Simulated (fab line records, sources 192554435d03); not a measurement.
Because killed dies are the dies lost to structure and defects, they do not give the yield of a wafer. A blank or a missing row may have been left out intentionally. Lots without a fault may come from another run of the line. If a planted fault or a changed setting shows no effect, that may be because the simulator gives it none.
Which of the tools did it? -- flow n5Finfet -- 12 lots, 31 wafers sampled, at 5 steps of a route of 1938

== WHAT THE GAUGES READ, wafer by wafer ==
The record lacks any reading of a measuring or inspecting step that a usual standard deviation could be used to judge.

== WHAT TOOL EACH LOT RAN ON (gives the tool, then ch and the chambers of the sampled wafers, and finally the start) ==
lot,N5_MIM_BOT_SPUTTER_00,N5_MIM_TOP_SPUTTER_03,N5_PASSIVATION_DESCUM_12,N5_PASSIVATION_PECVD_35,N5_PASSIVATION_PROBE_49
L827,"pvdSputter-03, day 12 17:58","pvdSputter-01, day 12 18:41","rieDiel-01 ch 0,3, day 12 23:40","pecvd-04 ch 1,2, day 13 02:35",-
L831,"pvdSputter-02, day 13 00:25","pvdSputter-03, day 13 01:10","rieDiel-03 ch 0,3, day 13 04:11","pecvd-03 ch 0,2, day 13 07:01",-
L829,"pvdSputter-03, day 13 04:48","pvdSputter-02, day 13 05:45","rieDiel-03 ch 0,2, day 13 08:29","pecvd-04 ch 1, day 13 11:16",-
L830,"pvdSputter-03, day 13 04:55","pvdSputter-02, day 13 05:55","rieDiel-03 ch 0,1, day 13 09:01","pecvd-02 ch 1,2, day 13 13:07",-
L835,"pvdSputter-02, day 14 16:47","pvdSputter-02, day 14 17:44","rieDiel-01 ch 0,2,3, day 14 21:05","pecvd-03 ch 1,2, day 15 00:38","prober-01, day 15 04:22"
L840,"pvdSputter-03, day 15 03:23","pvdSputter-02, day 15 04:58","rieDiel-01 ch 0,1,2, day 15 07:46","pecvd-02 ch 0,1, day 15 10:37",-
L841,"pvdSputter-01, day 16 00:08","pvdSputter-02, day 16 01:39","rieDiel-01 ch 0,2,3, day 16 04:42","pecvd-02 ch 0,2, day 16 07:52",-
L842,"pvdSputter-03, day 16 04:37","pvdSputter-01, day 16 05:49","rieDiel-03 ch 1,2,3, day 16 11:10","pecvd-02 ch 0,1,2, day 16 15:56",-
L843,"pvdSputter-01, day 16 16:27","pvdSputter-02, day 16 17:10","rieDiel-02 ch 0,1, day 16 21:57","pecvd-02 ch 1,2, day 17 01:26",-
L846,"pvdSputter-03, day 17 03:08","pvdSputter-02, day 17 03:47","rieDiel-03 ch 2,3, day 17 08:55","pecvd-03 ch 1,2, day 17 12:13",-
L845,"pvdSputter-01, day 17 09:24","pvdSputter-02, day 17 10:52","rieDiel-02 ch 0,2, day 17 16:44","pecvd-03 ch 0,1,2, day 17 19:39",-
L848,"pvdSputter-01, day 17 09:37","pvdSputter-01, day 17 10:52","rieDiel-03 ch 1,2,3, day 17 14:15","pecvd-02 ch 0,2, day 17 18:28",-
- N5_MIM_BOT_SPUTTER_00: material TiN, target thk 35 nm, time 89.7 s.
- N5_MIM_TOP_SPUTTER_03: material TiN, target thk 35 nm, time 89.7 s.
- N5_PASSIVATION_DESCUM_12: chemistry O2, time 7.9 s.
- N5_PASSIVATION_PECVD_35: deposits SiNx from SiH4/NH3/N2, target thk 700 nm, time 151.3 s.
- N5_PASSIVATION_PROBE_49

== WHAT THE TOOLS THEMSELVES READ (means of the sampled wafers that have a number; where no wafer has one, the mark that the record gives instead) ==
N5_MIM_BOT_SPUTTER_00.
lot,tool,chamberPressurePa (Pa),susceptorTempC (C),throttleValvePct (%)
L827,pvdSputter-03,0.4998,200.24,30.2
L831,pvdSputter-02,0.5010,199.89,29.5
L829,pvdSputter-03,0.4997,200.20,29.6
L830,pvdSputter-03,0.4999,199.89,30.5
L835,pvdSputter-02,0.4998,200.12,29.0
L840,pvdSputter-03,0.5002,200.16,29.4
L841,pvdSputter-01,0.4995,199.85,30.3
L842,pvdSputter-03,0.5000,199.92,30.0
L843,pvdSputter-01,0.4992,199.97,29.2
L846,pvdSputter-03,0.5002,200.13,29.8
L845,pvdSputter-01,0.4988,199.96,29.4
L848,pvdSputter-01,0.4994,199.99,29.7

N5_MIM_TOP_SPUTTER_03.
lot,tool,chamberPressurePa (Pa),susceptorTempC (C),throttleValvePct (%)
L827,pvdSputter-01,0.5004,200.01,28.6
L831,pvdSputter-03,0.4999,200.05,30.4
L829,pvdSputter-02,0.4993,200.05,29.2
L830,pvdSputter-02,0.5001,200.08,29.9
L835,pvdSputter-02,0.4992,199.92,29.0
L840,pvdSputter-02,0.5004,199.96,29.2
L841,pvdSputter-02,0.4996,199.93,29.5
L842,pvdSputter-01,0.5001,199.95,30.1
L843,pvdSputter-02,0.5001,200.06,29.0
L846,pvdSputter-02,0.5004,200.05,29.1
L845,pvdSputter-02,0.4998,199.85,28.7
L848,pvdSputter-01,0.4996,199.95,31.1

N5_PASSIVATION_DESCUM_12.
lot,tool,drypumpMotorCurrentA (A),oesProductAu (a.u.),rfVppV (V),showerheadPlenumPTorr (Torr),throttleValvePct (%)
L827,rieDiel-01,6.2,0.70,242.4,2.04,20.77
L831,rieDiel-03,5.3,0.71,242.3,2.08,20.74
L829,rieDiel-03,5.7,0.80,244.3,2.11,20.77
L830,rieDiel-03,5.2,0.83,243.9,2.10,20.69
L835,rieDiel-01,6.2,0.69,242.1,2.08,20.60
L840,rieDiel-01,5.9,0.71,243.1,2.07,20.39
L841,rieDiel-01,6.2,0.79,244.7,2.16,20.50
L842,rieDiel-03,5.4,0.81,242.6,2.02,20.62
L843,rieDiel-02,5.6,0.78,242.6,2.06,20.51
L846,rieDiel-03,5.4,0.75,241.4,2.00,20.65
L845,rieDiel-02,5.7,0.79,242.6,2.11,20.28
L848,rieDiel-03,5.4,0.81,241.3,2.01,20.62

N5_PASSIVATION_PECVD_35.
lot,tool,heaterPowerW (W),showerheadPlenumPTorr (Torr),susceptorTempC (C),throttleValvePct (%)
L827,pecvd-04,384,8.58,399.94,29.0
L831,pecvd-03,408,8.67,399.85,27.6
L829,pecvd-04,347,8.57,400.17,29.1
L830,pecvd-02,425,8.63,399.82,26.1
L835,pecvd-03,379,8.64,400.06,27.8
L840,pecvd-02,305,8.61,399.95,27.4
L841,pecvd-02,404,8.59,400.20,26.4
L842,pecvd-02,379,8.61,400.07,26.6
L843,pecvd-02,398,8.62,399.94,26.4
L846,pecvd-03,348,8.64,400.07,28.0
L845,pecvd-03,376,8.66,399.89,28.7
L848,pecvd-02,396,8.61,399.88,25.8

N5_PASSIVATION_PROBE_49.
lot,tool,defectLimitedYield (%),killed_at_M0_to_M3,killed_at_M4_up,killedAtContacts,killedAtFrontEnd,killedAtOther,killedDies,killedOpen,killedShort,sort_bin_5_function (%),sort_bin_6_memory (%),sortNPass,sortYieldPct (%)
L835,prober-01,84.9,42,13,12,30,80,178,60,36,8.9,4.8,1002,84.9

== THE ANSWER, worked out from the rows above alone ==
Rule: what is usual is taken from the lots themselves. The widest of any qualifying gaps counts: lots, ordered by their means at a reading, are off when they make up no more than a third of the lots, leave a main group of 4 or more, and stand apart from it by 3 or more times the standard deviation of that group's means. Not used: any main group whose means are identical at the precision the tables above print for the reading. A lot without any number at a reading at which 4 lots or more have one is off too. Where the step has rows for the other lots, those lots are counted as sound. The gauges are gone through in route order, then the tools' own readings, and for those a lot's mean is taken as printed above. The first step at which some lot is off is used, and at that step the reading that is off furthest; a lot without a number counts as furthest.
No lot is off on any of the readings shown, so nothing can be concluded from this.

== WHAT THE SIMULATOR HAD PUT IN ==
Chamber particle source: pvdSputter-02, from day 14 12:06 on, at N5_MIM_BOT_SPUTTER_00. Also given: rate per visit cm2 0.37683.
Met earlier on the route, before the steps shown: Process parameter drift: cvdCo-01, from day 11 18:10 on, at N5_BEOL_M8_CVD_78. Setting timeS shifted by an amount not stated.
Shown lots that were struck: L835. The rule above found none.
